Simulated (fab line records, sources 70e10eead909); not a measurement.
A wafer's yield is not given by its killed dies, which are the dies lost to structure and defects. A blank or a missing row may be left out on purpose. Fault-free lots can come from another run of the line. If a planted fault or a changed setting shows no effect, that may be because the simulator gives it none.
Comparing a struck lot with a sound one ; flow nand harc ; 14 out of 1302 route steps
Sound: these wafers, L663.2, L663.3, L663.4. Wafers struck: L657.1, L657.4, L657.5. The cause is given at the end.
At each step with rows: each side's tool, then ch and its chambers, then its first start. Under that, the readings that differ: sound wafers ; struck wafers ; difference of the means ; sigmas: that difference in standard deviations of wafers without a fault.
alike: a reading whose means differ by less than 2 such deviations, as well as words and numbers matching on both sides. not compared: withheld readings; readings where some wafer has no value; bounds like >300 that might hide an equal value; numbers whose values overlap and for which the record gives no deviation.
Wherever a step has rows on one side only, a row that says differs or no value, or a row with sigmas, the two part there. Numbers that don't overlap but have no deviation are shown without sigmas and don't part them. A reading missing from all wafers of one side parts the sides only when that side holds two or more wafers.

NHARC_A_CONTACT_STRIP_55: strips in O2.
  sound on rie diel-12 ch 0,1,3; struck on rie diel-12 ch 1,2
  alike: drypump motor current A, mfc ar sccm, oes product au, rf vpp V, showerhead plenum p Torr, throttle valve pct
  not compared: rf hours counter h
then, 1 step without rows for these wafers: NHARC_A_CONTACT_STRIP_56 (strips in post etch residue remover, time 600 s).
NHARC_A_CONTACT_DEP_57: deposits aC, target thk 5300 nm.
  sound on acl dep-01 ch 0, day 30 20:51; struck on acl dep-02 ch 0, day 28 14:11
  alike: throttle valve pct
NHARC_A_CONTACT_DEP_58: deposits SiON, target thk 90 nm.
  sound on pecvd-02 ch 0,1,2, day 30 23:31; struck on pecvd-02 ch 0,1, day 28 17:24
  alike: heater power w
then, 8 steps without rows for these wafers: NHARC_A_CONTACT_DEHYDRATE_59 (time 120 s); NHARC_A_CONTACT_HMDS_60 (time 30 s); NHARC_A_CONTACT_COAT_61 (time 75 s); NHARC_A_CONTACT_COAT_62 (time 65 s); NHARC_A_CONTACT_COAT_63 (resist thk 90 nm); NHARC_A_CONTACT_SOFTBAKE_64 (time 55 s); NHARC_A_CONTACT_EBR_65; NHARC_A_CONTACT_EXPOSE_66 (exposes mask A CC 2).
NHARC_A_CONTACT_PEB_67: peb time 65 s.
  struck on litho track-01, day 28 18:02; sound on litho track-04 ch 0, day 31 00:10
  no value came back on the struck wafers for chill plate temp C (C), exhaust pa (Pa); on the sound wafers chill plate temp C (C) reads 22.96 23.12 23.16
then, 1 step without rows for these wafers: NHARC_A_CONTACT_DEVELOP_68 (develop time 35 s).

## WHERE THEY PART
NHARC_A_CONTACT_PEB_67 only, going by this record.

WHY: whatever the simulator had introduced
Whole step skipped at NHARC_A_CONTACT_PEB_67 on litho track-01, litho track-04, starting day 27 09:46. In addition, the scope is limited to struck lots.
